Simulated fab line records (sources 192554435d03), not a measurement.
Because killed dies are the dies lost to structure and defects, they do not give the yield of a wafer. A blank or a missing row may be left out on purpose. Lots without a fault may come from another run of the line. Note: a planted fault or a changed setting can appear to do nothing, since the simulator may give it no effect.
fab line records + flow n5Finfet
record
- lots=9
- wafers=27
- lastDay=17
route steps=1938 shown MOL_CONTACT_COAG@573 BEOL_M4@1111 PASSIVATION@1936
lots that met no fault: taken from a fault-free run of the same line
startH: start of the lot's first displayed wafer, in hours after the record's first day + waitH: how many hours have passed since the lot's step before this one + " repeats the value in the row above + L1.1+2: several wafers, shown together as one row + - no value present, or no start provided + * or withheld: withheld + < > ~ a bound
route shown NAME@n: names a module that has steps shown in the file, with the first one's number in the route + usual: average and standard deviation across the fault-free wafers + same: alike in all rows + chamber/n: place in a boat + sites: each site's reading + _std_site: how widely they spread, as a standard deviation + _edge_site: mean of outer sites minus mean of inner sites + radiusMm: for every site, how far away it sits from the centre of the wafer + mask NAME#n: copy n + behind: the tool/chamber that last shaped the wafer + hold: the reason the lot was held/the length of the hold in hours/how it ended + device: transistor that didn't switch, given as n, p or np + end of line: tests of these same wafers at the route's end + step lacking rows: just its recipe + killed: at the first sort, the dies lost to defects and structure; wafer yield is something else + map: shows each die of a wafer: x if killed, . if not, _ if none is there
set.NAME: the setting the step ran with; set.NAME@STEP: the setting that earlier step ran with + model.NAME: the simulator's own value behind a step, which no gauge read
steps of the route over a sample of lots; a table a step, a row a wafer
services: when a tool's chamber went out of use (startH, in hours from the record's first day, below 0 if earlier), for how many hours, and the reason
## steps
# step N5_MOL_CONTACT_COAG_CD_MEAS_84
# recipe
- targetCdNm=25.1
- landingEnergyEv=500
- detector=seInlens
- polarity=opening
# usual
- cdNm=25.11/0.27
| lot.wafer | tool     | chamber | startH | waitH | cdNm  |
|-----------|----------|---------|--------|-------|-------|
| L631.2    | cdSem-02 | 0       | 116.08 | -     | 25.22 |
| L631.3    | "        | 0       | "      | "     | 25.02 |
| L631.6    | "        | 0       | "      | "     | 24.88 |
| L634.1    | cdSem-03 | 0       | 138.31 | -     | 25.00 |
| L634.4    | "        | 0       | "      | "     | 25.01 |
| L634.5    | "        | 0       | "      | "     | 24.84 |
| L635.1    | cdSem-03 | 0       | 142.21 | -     | 24.72 |
| L635.3    | "        | 0       | "      | "     | 24.89 |
| L635.5    | "        | 0       | "      | "     | 24.70 |
| L636.1    | cdSem-03 | 0       | 145.90 | -     | 25.04 |
| L636.2    | "        | 0       | "      | "     | 25.30 |
| L636.3    | "        | 0       | "      | "     | 24.78 |
| L640.1    | cdSem-01 | 0       | 170.15 | -     | 25.09 |
| L640.4    | "        | 0       | "      | "     | 24.70 |
| L640.5    | "        | 0       | "      | "     | 24.88 |
| L641.2    | cdSem-03 | 0       | 179.87 | -     | 25.17 |
| L641.5    | "        | 0       | "      | "     | 25.05 |
| L641.6    | "        | 0       | "      | "     | 25.25 |
| L643.3    | cdSem-03 | 0       | 185.83 | -     | 25.25 |
| L643.4    | "        | 0       | "      | "     | 25.23 |
| L643.6    | "        | 0       | "      | "     | 24.74 |
| L644.2    | cdSem-03 | 0       | 196.70 | -     | 25.05 |
| L644.4    | "        | 0       | "      | "     | 25.20 |
| L644.6    | "        | 0       | "      | "     | 25.19 |
| L650.1    | cdSem-03 | 0       | 232.11 | -     | 25.02 |
| L650.2    | "        | 0       | "      | "     | 24.95 |
| L650.3    | "        | 0       | "      | "     | 25.32 |
# step N5_MOL_CONTACT_COAG_INSPECT_57
# recipe
- mode=adi
- inspectInstrument=brightfield
# usual
- rawDefectCount=232/56
| lot.wafer | tool             | chamber | startH | waitH | rawDefectCount |
|-----------|------------------|---------|--------|-------|----------------|
| L631.2    | defectInspect-01 | -       | 116.16 | 0.0   | 278            |
| L631.3    | "                | -       | "      | "     | 336            |
| L631.6    | "                | -       | "      | "     | 371            |
| L634.1    | defectInspect-02 | -       | 138.39 | 0.1   | 360            |
| L634.4    | "                | -       | "      | "     | 335            |
| L634.5    | "                | -       | "      | "     | 259            |
| L635.1    | defectInspect-01 | -       | 142.30 | 0.1   | 196            |
| L635.3    | "                | -       | "      | "     | 213            |
| L635.5    | "                | -       | "      | "     | 206            |
| L636.1    | defectInspect-01 | -       | 145.99 | 0.1   | 162            |
| L636.2    | "                | -       | "      | "     | 193            |
| L636.3    | "                | -       | "      | "     | 195            |
| L640.1    | defectInspect-01 | -       | 170.24 | 0.1   | 244            |
| L640.4    | "                | -       | "      | "     | 232            |
| L640.5    | "                | -       | "      | "     | 283            |
| L641.2    | defectInspect-02 | -       | 179.96 | 0.0   | 311            |
| L641.5    | "                | -       | "      | "     | 233            |
| L641.6    | "                | -       | "      | "     | 194            |
| L643.3    | defectInspect-02 | -       | 185.93 | 0.1   | 173            |
| L643.4    | "                | -       | "      | "     | 208            |
| L643.6    | "                | -       | "      | "     | 238            |
| L644.2    | defectInspect-01 | -       | 196.79 | 0.0   | 239            |
| L644.4    | "                | -       | "      | "     | 273            |
| L644.6    | "                | -       | "      | "     | 291            |
| L650.1    | defectInspect-01 | -       | 232.20 | 0.1   | 196            |
| L650.2    | "                | -       | "      | "     | 190            |
| L650.3    | "                | -       | "      | "     | 197            |
# step N5_MOL_CONTACT_COAG_ETCHBACK_132
# recipe
- chemistry=CHF3
- target=SiO2
- targetDepthA=100
- timeS=6.7
- ionEnergyEv=200
- pressureMtorr=30
- sourceW=610
- biasW=170
- Ar_flow_sccm=200
- CHF3_flow_sccm=50
# usual
- CHF3_flow_sccm=49.99/0.13
- biasW=170.0/0.5
- drypumpMotorCurrentA=5.8/0.43
- oes_f_703_au=0.78/0.096
- oesProductAu=0.78/0.094
- rfVppV=526/11
- showerheadPlenumPTorr=2.40/0.092
- throttleValvePct=18.69/0.27
| lot.wafer | tool       | chamber | startH | waitH | CHF3_flow_sccm | biasW | drypumpMotorCurrentA | oes_f_703_au | oesProductAu | rfHoursCounterH | rfVppV | showerheadPlenumPTorr | throttleValvePct |
|-----------|------------|---------|--------|-------|----------------|-------|----------------------|--------------|--------------|-----------------|--------|-----------------------|------------------|
| L631.2    | rieDiel-04 | 1       | 116.61 | 0.1   | 49.88          | 170.5 | 6.1                  | 0.88         | 0.90         | 38              | 529    | 2.42                  | 18.47            |
| L631.3    | "          | 2       | "      | "     | 50.23          | 169.5 | 5.5                  | 0.73         | 0.75         | 159             | 542    | 2.28                  | 18.65            |
| L631.6    | "          | 1       | "      | "     | 49.92          | 170.1 | 6.1                  | 0.88         | 0.89         | -               | 528    | 2.42                  | 18.44            |
| L634.1    | rieDiel-04 | 2       | 138.84 | 0.2   | -              | -     | -                    | -            | -            | -               | -      | -                     | -                |
| L634.4    | "          | 1       | "      | "     | -              | -     | -                    | -            | -            | -               | -      | -                     | -                |
| L634.5    | "          | 2       | "      | "     | -              | -     | -                    | -            | -            | -               | -      | -                     | -                |
| L635.1    | rieDiel-05 | 0       | 142.74 | 0.2   | -              | -     | -                    | -            | -            | -               | -      | -                     | -                |
| L635.3    | "          | 2       | "      | "     | -              | -     | -                    | -            | -            | -               | -      | -                     | -                |
| L635.5    | "          | 2       | "      | "     | -              | -     | -                    | -            | -            | -               | -      | -                     | -                |
| L636.1    | rieDiel-04 | 2       | 146.43 | 0.2   | -              | -     | -                    | -            | -            | -               | -      | -                     | -                |
| L636.2    | "          | 1       | "      | "     | -              | -     | -                    | -            | -            | -               | -      | -                     | -                |
| L636.3    | "          | 0       | "      | "     | -              | -     | -                    | -            | -            | -               | -      | -                     | -                |
| L640.1    | rieDiel-05 | 0       | 170.79 | 0.1   | 49.91          | 169.8 | 6.6                  | 0.80         | 0.81         | 100             | 528    | 2.49                  | 18.73            |
| L640.4    | "          | 1       | "      | "     | 49.87          | 169.1 | 5.6                  | 0.68         | 0.70         | -               | 532    | 2.26                  | 18.66            |
| L640.5    | "          | 2       | "      | "     | 49.82          | 171.2 | 5.1                  | 0.93         | 0.92         | -               | 517    | 2.55                  | 18.39            |
| L641.2    | rieDiel-04 | 0       | 180.46 | 0.1   | 50.00          | 170.7 | 6.4                  | 0.73         | 0.70         | 239             | 511    | 2.46                  | 19.40            |
| L641.5    | "          | 0       | "      | "     | 50.00          | 170.3 | 6.3                  | 0.73         | 0.71         | -               | 511    | 2.46                  | 19.40            |
| L641.6    | "          | 1       | "      | "     | 49.84          | 170.7 | 6.1                  | 0.85         | 0.87         | -               | 528    | 2.41                  | 18.48            |
| L643.3    | rieDiel-05 | 3       | 187.20 | 0.1   | 49.93          | 169.9 | 5.7                  | 0.71         | 0.69         | 220             | 531    | 2.35                  | 18.66            |
| L643.4    | "          | 1       | "      | "     | 50.04          | 170.1 | 5.6                  | 0.68         | 0.70         | 210             | 532    | 2.26                  | 18.69            |
| L643.6    | "          | 1       | "      | "     | 50.03          | 170.1 | 5.6                  | 0.68         | 0.69         | -               | 530    | 2.26                  | 18.68            |
| L644.2    | rieDiel-05 | 2       | 197.54 | 0.1   | 49.92          | 169.8 | 5.1                  | 0.90         | 0.89         | 25              | 517    | 2.54                  | 18.39            |
| L644.4    | "          | 0       | "      | "     | 49.98          | 170.8 | 6.6                  | 0.80         | 0.80         | 111             | 526    | 2.49                  | 18.75            |
| L644.6    | "          | 0       | "      | "     | 50.16          | 170.7 | 6.6                  | 0.79         | 0.80         | -               | 528    | 2.49                  | 18.76            |
| L650.1    | rieDiel-05 | 3       | 232.54 | 0.1   | 50.12          | 169.7 | 5.7                  | 0.71         | 0.68         | 234             | 531    | 2.34                  | 18.69            |
| L650.2    | "          | 0       | "      | "     | 50.17          | 169.1 | 6.6                  | 0.78         | 0.78         | 124             | 528    | 2.48                  | 18.78            |
| L650.3    | "          | 1       | "      | "     | 50.08          | 169.9 | 5.6                  | 0.67         | 0.69         | 226             | 532    | 2.25                  | 18.73            |
# step N5_MOL_CONTACT_COAG_ETCH_91
# recipe
- chemistry=N2/H2
- target=SOC
- targetDepthA=600
- overetchA=210
- maskMaterial=SiARC
- tempC=40
- timeS=101.2
- ionEnergyEv=200
- pressureMtorr=30
- sourceW=840
- biasW=150
- n2FlowSccm=200
- h2FlowSccm=200
# usual
- drypumpMotorCurrentA=5.8/0.43
- oesProductAu=0.66/0.075
- rfVppV=524.4/3
- showerheadPlenumPTorr=2.56/0.1
- throttleValvePct=17.78/0.26
| lot.wafer | tool       | chamber | startH | waitH | drypumpMotorCurrentA | oesProductAu | rfHoursCounterH | rfVppV | showerheadPlenumPTorr | throttleValvePct |
|-----------|------------|---------|--------|-------|----------------------|--------------|-----------------|--------|-----------------------|------------------|
| L631.2    | rieDiel-04 | 1       | 116.64 | 0.0   | 6.1                  | 0.74         | 38              | 524.5  | 2.60                  | 17.59            |
| L631.3    | "          | 2       | "      | "     | 5.5                  | 0.63         | 159             | 519.7  | 2.44                  | 17.80            |
| L631.6    | "          | 1       | "      | "     | 6.1                  | 0.74         | -               | 525.2  | 2.60                  | 17.59            |
| L634.1    | rieDiel-04 | 2       | 138.88 | 0.0   | 5.5                  | 0.27         | 167             | 520.6  | 2.44                  | 17.77            |
| L634.4    | "          | 1       | "      | "     | 6.1                  | 0.33         | 47              | 524.2  | 2.59                  | 17.57            |
| L634.5    | "          | 2       | "      | "     | 5.5                  | 0.27         | -               | 521.6  | 2.44                  | 17.77            |
| L635.1    | rieDiel-05 | 0       | 142.78 | 0.0   | 6.7                  | 0.31         | 92              | 526.7  | 2.69                  | 17.85            |
| L635.3    | "          | 2       | "      | "     | 5.1                  | 0.35         | 7               | 528.2  | 2.73                  | 17.45            |
| L635.5    | "          | 2       | "      | "     | 5.1                  | 0.35         | -               | 529.1  | 2.73                  | 17.44            |
| L636.1    | rieDiel-04 | 2       | 146.46 | 0.0   | 5.5                  | 0.27         | 169             | 521.1  | 2.44                  | 17.76            |
| L636.2    | "          | 1       | "      | "     | 6.1                  | 0.32         | 50              | 524.8  | 2.59                  | 17.57            |
| L636.3    | "          | 0       | "      | "     | 6.4                  | 0.27         | 227             | 525.4  | 2.60                  | 18.31            |
| L640.1    | rieDiel-05 | 0       | 170.83 | 0.0   | 6.6                  | 0.68         | 100             | 530.1  | 2.68                  | 17.92            |
| L640.4    | "          | 1       | "      | "     | 5.6                  | 0.59         | -               | 519.3  | 2.41                  | 17.77            |
| L640.5    | "          | 2       | "      | "     | 5.1                  | 0.76         | -               | 528.9  | 2.73                  | 17.53            |
| L641.2    | rieDiel-04 | 0       | 180.49 | 0.0   | 6.4                  | 0.60         | 239             | 526.4  | 2.59                  | 18.40            |
| L641.5    | "          | 0       | "      | "     | 6.4                  | 0.59         | -               | 526.0  | 2.59                  | 18.38            |
| L641.6    | "          | 1       | "      | "     | 6.1                  | 0.71         | -               | 525.5  | 2.59                  | 17.61            |
| L643.3    | rieDiel-05 | 3       | 187.24 | 0.0   | 5.7                  | 0.59         | 220             | 523.3  | 2.51                  | 17.75            |
| L643.4    | "          | 1       | "      | "     | 5.6                  | 0.59         | 210             | 520.5  | 2.41                  | 17.79            |
| L643.6    | "          | 1       | "      | "     | 5.6                  | 0.59         | -               | 519.9  | 2.41                  | 17.78            |
| L644.2    | rieDiel-05 | 2       | 197.57 | 0.0   | 5.1                  | 0.74         | 26              | 528.1  | 2.72                  | 17.55            |
| L644.4    | "          | 0       | "      | "     | 6.6                  | 0.68         | 111             | 528.9  | 2.68                  | 17.94            |
| L644.6    | "          | 0       | "      | "     | 6.6                  | 0.68         | -               | 527.9  | 2.68                  | 17.94            |
| L650.1    | rieDiel-05 | 3       | 232.58 | 0.0   | 5.7                  | 0.58         | 235             | 522.2  | 2.50                  | 17.78            |
| L650.2    | "          | 0       | "      | "     | 6.6                  | 0.66         | 124             | 527.5  | 2.67                  | 17.96            |
| L650.3    | "          | 1       | "      | "     | 5.6                  | 0.58         | 226             | 517.5  | 2.40                  | 17.81            |
# step N5_MOL_CONTACT_COAG_STRIP_119
# recipe
- chemistry=N2/H2
- timeS=30
- powerW=1000
- tempC=250
- pressureMtorr=withheld
- n2FlowSccm=1750
- h2FlowSccm=3250
# usual
- drypumpMotorCurrentA=5.6/0.39
- heaterPowerW=331/35
| lot.wafer | tool           | chamber | startH | waitH | drypumpMotorCurrentA | heaterPowerW | rfHoursCounterH |
|-----------|----------------|---------|--------|-------|----------------------|--------------|-----------------|
| L631.2    | plasmaAsher-02 | 1       | 116.95 | 0.1   | 5.0                  | 309          | 42              |
| L631.3    | "              | 0       | "      | "     | 5.9                  | 385          | -               |
| L631.6    | "              | 1       | "      | "     | 5.0                  | 313          | -               |
| L634.1    | plasmaAsher-01 | 1       | 139.19 | 0.1   | 5.9                  | 331          | 105             |
| L634.4    | "              | 0       | "      | "     | 5.7                  | 294          | -               |
| L634.5    | "              | 0       | "      | "     | 5.7                  | 290          | -               |
| L635.1    | plasmaAsher-02 | 0       | 143.09 | 0.1   | 6.0                  | 389          | 46              |
| L635.3    | "              | 0       | "      | "     | 5.9                  | 402          | -               |
| L635.5    | "              | 1       | "      | "     | 5.0                  | 311          | -               |
| L636.1    | plasmaAsher-01 | 0       | 146.77 | 0.1   | 5.7                  | 296          | 107             |
| L636.2    | "              | 1       | "      | "     | 5.9                  | 329          | 107             |
| L636.3    | "              | 0       | "      | "     | 5.7                  | 310          | -               |
| L640.1    | plasmaAsher-02 | 1       | 171.14 | 0.1   | 5.0                  | 317          | 52              |
| L640.4    | "              | 0       | "      | "     | 5.9                  | 390          | -               |
| L640.5    | "              | 1       | "      | "     | 4.9                  | 321          | -               |
| L641.2    | plasmaAsher-01 | 1       | 180.80 | 0.1   | 5.9                  | 322          | 113             |
| L641.5    | "              | 1       | "      | "     | 5.9                  | 325          | -               |
| L641.6    | "              | 0       | "      | "     | 5.7                  | 296          | -               |
| L643.3    | plasmaAsher-01 | 1       | 187.68 | 0.2   | 5.9                  | 326          | -               |
| L643.4    | "              | 0       | "      | "     | 5.7                  | 306          | -               |
| L643.6    | "              | 0       | "      | "     | 5.7                  | 292          | -               |
| L644.2    | plasmaAsher-01 | 0       | 197.89 | 0.1   | 5.7                  | 296          | 117             |
| L644.4    | "              | 0       | "      | "     | 5.7                  | 298          | -               |
| L644.6    | "              | 1       | "      | "     | 5.9                  | 327          | -               |
| L650.1    | plasmaAsher-01 | 0       | 232.89 | 0.1   | 5.7                  | 298          | 124             |
| L650.2    | "              | 1       | "      | "     | 5.9                  | 321          | 124             |
| L650.3    | "              | 0       | "      | "     | 5.7                  | 295          | -               |
# step N5_MOL_CONTACT_COAG_CD_MEAS_137
# recipe
- targetCdNm=16
# usual
- cdNm=15.9/0.35
| lot.wafer | tool     | chamber | startH | waitH | cdNm |
|-----------|----------|---------|--------|-------|------|
| L631.2    | cdSem-03 | -       | 117.10 | 0.0   | 16.1 |
| L631.3    | "        | -       | "      | "     | 15.9 |
| L631.6    | "        | -       | "      | "     | 15.7 |
| L634.1    | cdSem-03 | -       | 139.33 | 0.0   | -    |
| L634.4    | "        | -       | "      | "     | -    |
| L634.5    | "        | -       | "      | "     | -    |
| L635.1    | cdSem-02 | -       | 143.23 | 0.0   | -    |
| L635.3    | "        | -       | "      | "     | -    |
| L635.5    | "        | -       | "      | "     | -    |
| L636.1    | cdSem-03 | -       | 146.92 | 0.0   | -    |
| L636.2    | "        | -       | "      | "     | -    |
| L636.3    | "        | -       | "      | "     | -    |
| L640.1    | cdSem-02 | -       | 171.29 | 0.0   | 16.0 |
| L640.4    | "        | -       | "      | "     | 15.0 |
| L640.5    | "        | -       | "      | "     | 15.7 |
| L641.2    | cdSem-03 | -       | 180.95 | 0.0   | 16.2 |
| L641.5    | "        | -       | "      | "     | 16.2 |
| L641.6    | "        | -       | "      | "     | 15.8 |
| L643.3    | cdSem-03 | -       | 187.81 | 0.0   | 15.9 |
| L643.4    | "        | -       | "      | "     | 16.3 |
| L643.6    | "        | -       | "      | "     | 15.8 |
| L644.2    | cdSem-01 | -       | 198.04 | 0.0   | 16.1 |
| L644.4    | "        | -       | "      | "     | 15.7 |
| L644.6    | "        | -       | "      | "     | 16.2 |
| L650.1    | cdSem-02 | -       | 233.04 | 0.0   | 15.6 |
| L650.2    | "        | -       | "      | "     | 16.6 |
| L650.3    | "        | -       | "      | "     | 14.9 |
# step N5_BEOL_M4_RC_MEAS_101
# usual
- DIBL_N=36.5/1.8
- DIBL_P=36.5/2.1
- IOFF_N=0.17/0.031
- IOFF_P=0.22/0.036
- ION_N=677/11
- ION_P=463/8
- SS_N=71.6/0.61
- SS_P=73.3/0.63
- VT_N=249/3.1
- VT_P=-250/3.3
| lot.wafer | tool      | chamber | startH | waitH | DIBL_N[mV/V] | DIBL_P[mV/V] | IOFF_N[nA/um] | IOFF_P[nA/um] | ION_N[uA/um] | ION_P[uA/um] | SS_N[mV/dec] | SS_P[mV/dec] | VT_N[mV] | VT_P[mV] |
|-----------|-----------|---------|--------|-------|--------------|--------------|---------------|---------------|--------------|--------------|--------------|--------------|----------|----------|
| L631.2    | prober-02 | 0       | 182.71 | 0.2   | 40.8         | 41.5         | 0.23          | 0.26          | 683          | 462          | 72.8         | 74.2         | 245      | -250     |
| L631.3    | "         | 0       | "      | "     | 37.6         | 38.2         | 0.17          | 0.20          | 688          | 465          | 71.1         | 73.7         | 248      | -253     |
| L631.6    | "         | 0       | "      | "     | 37.2         | 36.6         | 0.15          | 0.18          | 675          | 454          | 71.1         | 73.3         | 251      | -255     |
| L640.1    | prober-01 | 0       | 243.41 | 0.0   | 36.8         | 35.4         | 0.17          | 0.22          | 663          | 456          | 71.9         | 73.8         | 250      | -248     |
| L640.4    | "         | 0       | "      | "     | 37.6         | 35.9         | 0.19          | 0.24          | 664          | 454          | 72.6         | 73.5         | 248      | -249     |
| L640.5    | "         | 0       | "      | "     | 34.3         | 33.2         | 0.14          | 0.20          | 667          | 457          | 71.6         | 72.9         | 250      | -249     |
| L641.2    | prober-02 | 0       | 247.60 | 0.2   | 38.1         | 37.8         | 0.17          | 0.20          | 675          | 452          | 72.2         | 73.4         | 251      | -251     |
| L641.5    | "         | 0       | "      | "     | 38.4         | 38.9         | 0.19          | 0.23          | 684          | 464          | 72.9         | 74.0         | 248      | -251     |
| L641.6    | "         | 0       | "      | "     | 34.5         | 34.7         | 0.12          | 0.16          | 672          | 462          | 71.4         | 73.6         | 252      | -255     |
| L643.3    | prober-01 | 0       | 265.26 | 0.3   | 38.7         | 39.2         | 0.20          | 0.24          | 682          | 463          | 71.7         | 74.4         | 247      | -250     |
| L643.4    | "         | 0       | "      | "     | 36.5         | 36.5         | 0.16          | 0.19          | 671          | 458          | 71.4         | 73.7         | 250      | -252     |
| L643.6    | "         | 0       | "      | "     | 37.8         | 38.0         | 0.18          | 0.21          | 691          | 462          | 71.4         | 73.2         | 250      | -254     |
| L644.2    | prober-01 | 0       | 271.61 | 0.2   | 36.3         | 36.7         | 0.15          | 0.20          | 667          | 456          | 71.2         | 72.9         | 251      | -250     |
| L644.4    | "         | 0       | "      | "     | 35.7         | 34.7         | 0.13          | 0.17          | 663          | 460          | 70.9         | 72.3         | 252      | -252     |
| L644.6    | "         | 0       | "      | "     | 38.1         | 38.7         | 0.18          | 0.23          | 690          | 463          | 71.9         | 73.2         | 249      | -249     |
| L650.1    | prober-02 | 0       | 312.77 | 0.0   | 36.9         | 37.0         | 0.17          | 0.25          | 673          | 465          | 71.8         | 73.1         | 247      | -246     |
| L650.2    | "         | 0       | "      | "     | 38.9         | 39.9         | 0.21          | 0.29          | 687          | 476          | 72.7         | 73.8         | 247      | -243     |
| L650.3    | "         | 0       | "      | "     | 35.3         | 35.8         | 0.16          | 0.22          | 683          | 472          | 71.2         | 72.8         | 250      | -248     |
# step N5_PASSIVATION_PROBE_49
# usual
- defectLimitedYield=91.4/1.5
- killed_at_M0_to_M3=35/11
- killed_at_M4_up=16/7
- killedAtContacts=11/5.3
- killedAtFrontEnd=37/11
- killedAtOther=3.1/2.8
- killedDies=102/18
- killedOnRim=13/3.7
- killedOpen=69/15
- killedShort=31/7.8
- sort_bin_5_function=5.1/1.1
- sort_bin_6_memory=3.2/0.69
- sortNPass=1078/18
- sortYieldPct=91.4/1.5
# same
- grossDies=1180
- killedAtBackSide=0
- sort_bin_4_leakage[%]=0
- sort_bin_8_speed[%]=0
| lot.wafer | tool      | chamber | startH | waitH | defectLimitedYield[%] | killed_at_M0_to_M3 | killed_at_M4_up | killedAtContacts | killedAtFrontEnd | killedAtOther | killedDies | killedOnRim | killedOpen | killedShort | sort_bin_5_function[%] | sort_bin_6_memory[%] | sortNPass | sortYieldPct[%] |
|-----------|-----------|---------|--------|-------|-----------------------|--------------------|-----------------|------------------|------------------|---------------|------------|-------------|------------|-------------|------------------------|----------------------|-----------|-----------------|
| L635.1    | prober-01 | -       | 313.43 | 0.0   | 0                     | 56                 | 6               | 1085             | 31               | 2             | 1180       | 152         | 59         | 47          | 96.5                   | 3.1                  | 0         | 0               |
| L635.3    | prober-01 | -       | 313.53 | 0.1   | 0                     | 64                 | 21              | 1052             | 43               | 0             | 1180       | 152         | 90         | 51          | 94.9                   | 4.6                  | 0         | 0               |
| L635.5    | prober-01 | -       | 313.63 | 0.2   | 0                     | 42                 | 12              | 1094             | 30               | 2             | 1180       | 152         | 62         | 34          | 96.5                   | 3.4                  | 0         | 0               |
| L634.1    | prober-02 | -       | 318.08 | 0.0   | 0                     | 33                 | 7               | 1109             | 31               | 0             | 1180       | 152         | 55         | 22          | 97.5                   | 2.4                  | 0         | 0               |
| L634.4    | prober-02 | -       | 318.23 | 0.2   | 0                     | 34                 | 6               | 1117             | 23               | 0             | 1180       | 152         | 39         | 32          | 97.7                   | 2.0                  | 0         | 0               |
| L634.5    | prober-02 | -       | 318.28 | 0.2   | 0                     | 27                 | 4               | 1112             | 35               | 2             | 1180       | 152         | 58         | 27          | 97.1                   | 2.5                  | 0         | 0               |
| L636.1    | prober-01 | -       | 330.00 | 0.0   | 0                     | 28                 | 15              | 1105             | 24               | 8             | 1180       | 152         | 75         | 20          | 96.3                   | 3.6                  | 0         | 0               |
| L636.2    | prober-01 | -       | 330.05 | 0.1   | 0                     | 38                 | 12              | 1097             | 28               | 5             | 1180       | 152         | 75         | 26          | 96.5                   | 3.5                  | 0         | 0               |
| L636.3    | prober-01 | -       | 330.10 | 0.1   | 0                     | 29                 | 21              | 1095             | 32               | 3             | 1180       | 152         | 59         | 30          | 96.4                   | 3.4                  | 0         | 0               |
# killed by level:class
L635.1 MOL_CONTACT_COAG:areaEtchback=1074 BEOL_M0_SAQP:geometricParticle:short=22 BEOL_M0_SAQP:geometricParticle:open=18 MOL_CONTACT_COAG:geometricParticle:open=9 BEOL_M1:geometricParticle:open=6 GATE_CUT:geometricParticle:short=5 FIN_SAQP:geometricParticle:open=4 FIN_SAQP:geometricParticle:short=4
L635.3 MOL_CONTACT_COAG:areaEtchback=1035 BEOL_M0_SAQP:geometricParticle:open=30 BEOL_M0_SAQP:geometricParticle:short=27 FIN_SAQP:geometricParticle:open=18 MOL_CONTACT_COAG:geometricParticle:open=13 FIN_SAQP:geometricParticle:short=9 BEOL_M4:geometricParticle:open=8 DUMMY_GATE:geometricParticle:open=5
L635.5 MOL_CONTACT_COAG:areaEtchback=1083 BEOL_M0_SAQP:geometricParticle:open=15 BEOL_M0_SAQP:geometricParticle:short=14 MOL_CONTACT_COAG:geometricParticle:open=9 FIN_SAQP:geometricParticle:open=6 BEOL_M4:geometricParticle:open=6 DUMMY_GATE:geometricParticle:open=5 BEOL_M1:geometricParticle:open=5
L634.1 MOL_CONTACT_COAG:areaEtchback=1102 STI_FIN_REVEAL:geometricParticle:open=9 MOL_CONTACT_COAG:geometricParticle:open=7 BEOL_M0_SAQP:geometricParticle:short=7 BEOL_M0_SAQP:geometricParticle:open=7 BEOL_M2:geometricParticle:open=6 FIN_SAQP:geometricParticle:short=5 BEOL_M3:geometricParticle:open=5
L634.4 MOL_CONTACT_COAG:areaEtchback=1109 BEOL_M0_SAQP:geometricParticle:short=8 BEOL_M2:geometricParticle:open=7 FIN_SAQP:geometricParticle:short=6 MOL_CONTACT_COAG:geometricParticle:open=6 DUMMY_GATE:geometricParticle:open=4 BEOL_M1:geometricParticle:open=4 BEOL_M0_SAQP:geometricParticle:open=3
L634.5 MOL_CONTACT_COAG:areaEtchback=1095 MOL_CONTACT_COAG:geometricParticle:open=13 STI_FIN_REVEAL:geometricParticle:open=12 DUMMY_GATE:geometricParticle:open=8 BEOL_M0_SAQP:geometricParticle:short=8 FIN_SAQP:geometricParticle:open=5 BEOL_M1:geometricParticle:open=5 BEOL_M2:geometricParticle:open=4
L636.1 MOL_CONTACT_COAG:areaEtchback=1081 MOL_CONTACT_COAG:geometricParticle:open=18 BEOL_M2:geometricParticle:open=14 BEOL_M4:geometricParticle:open=12 BEOL_M3:geometricParticle:open=7 MOL_CONTACT_COAG:geometricParticle:short=6 FIN_SAQP:geometricParticle:open=5 STI_FIN_REVEAL:geometricParticle:open=4
L636.2 MOL_CONTACT_COAG:areaEtchback=1078 MOL_CONTACT_COAG:geometricParticle:open=12 BEOL_M2:geometricParticle:open=12 STI_FIN_REVEAL:geometricParticle:open=11 MOL_CONTACT_COAG:geometricParticle:short=7 BEOL_M1:geometricParticle:open=7 BEOL_M0_SAQP:geometricParticle:short=6 GATE_CUT:geometricParticle:open=5
L636.3 MOL_CONTACT_COAG:areaEtchback=1084 BEOL_M2:geometricParticle:open=10 BEOL_M4:geometricParticle:open=8 MOL_CONTACT_COAG:geometricParticle:open=6 MOL_CONTACT_COAG:geometricParticle:short=5 BEOL_M1:geometricParticle:open=4 STARTING-WAFER:geometricParticle:open=4 DUMMY_GATE:geometricParticle:open=3
## services
| tool           | chamber | startH | hours | kind                         |
|----------------|---------|--------|-------|------------------------------|
| rieDiel-05     | 2       | 102.69 | -     | clean                        |
| rieDiel-05     | 2       | 102.69 | -     | consumableReplace:focusRing  |
| rieDiel-05     | 2       | 102.69 | -     | consumableReplace:showerhead |
| rieDiel-05     | 2       | 102.69 | 17.7  | scheduledDown                |
| rieDiel-05     | 2       | 102.69 | 17.7  | ventCycle                    |
| plasmaAsher-01 | -       | 105.82 | 1.8   | repair                       |
| rieDiel-04     | 2       | 122.02 | 1.8   | repair                       |
| rieDiel-05     | 0       | 166.50 | 3.8   | repair                       |
| rieDiel-05     | 3       | 168.28 | 4.5   | repair                       |
| rieDiel-04     | 3       | 176.86 | -     | clean                        |
| rieDiel-04     | 3       | 176.86 | -     | consumableReplace:focusRing  |
| rieDiel-04     | 3       | 176.86 | 19.3  | scheduledDown                |
| rieDiel-04     | 3       | 176.86 | 19.3  | ventCycle                    |
| plasmaAsher-02 | -       | 205.69 | 1.0   | repair                       |
| rieDiel-04     | 0       | 208.14 | -     | clean                        |
| rieDiel-04     | 0       | 208.14 | -     | consumableReplace:focusRing  |
| rieDiel-04     | 0       | 208.14 | 16.2  | scheduledDown                |
| rieDiel-04     | 0       | 208.14 | 16.2  | ventCycle                    |
| plasmaAsher-01 | -       | 213.28 | 3.2   | repair                       |
## key
firstSign
- step=N5_MOL_CONTACT_COAG_ETCHBACK_132
- reading=toolRecord
- direction=missing
effect
- step=N5_MOL_CONTACT_COAG_ETCH_91
- reading=oesProductAu
- direction=down
- sigmas=4.7
- usual=0.66
- struck=0.31
effect
- step=N5_MOL_CONTACT_COAG_CD_MEAS_137
- reading=cdNm
- direction=missing
effect
- step=N5_PASSIVATION_PROBE_49
- reading=killedAtContacts
- direction=up
- sigmas=99+
- usual=11
- struck=1096
moreKillsBornAt
- N5_MOL_CONTACT_COAG_ETCHBACK_132@rieDiel-04=6549
- N5_MOL_CONTACT_COAG_ETCHBACK_132@rieDiel-05=3192
metAt N5_MOL_CONTACT_COAG_ETCHBACK_132
struckLots L634,L635,L636
laterRowsLeftOut L634.1,L634.4,L634.5,L635.1,L635.3,L635.5,L636.1,L636.2,L636.3
notActingAt N5_MOL_CONTACT_COAG_CD_MEAS_84,N5_MOL_CONTACT_COAG_INSPECT_57,N5_MOL_CONTACT_COAG_STRIP_119
onsetBetween 116.61 138.84
fault
- kind=skippedStepWhole
- tool=rieDiel-04,rieDiel-05
- chamber=-
- onsetH=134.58
- steps=N5_MOL_CONTACT_COAG_ETCHBACK_132
- scope=struckLotsOnly
# laterRowsLeftOut: the simulator's readings of these wafers behind a module that went badly wrong aren't trusted and aren't shown, but for the sort
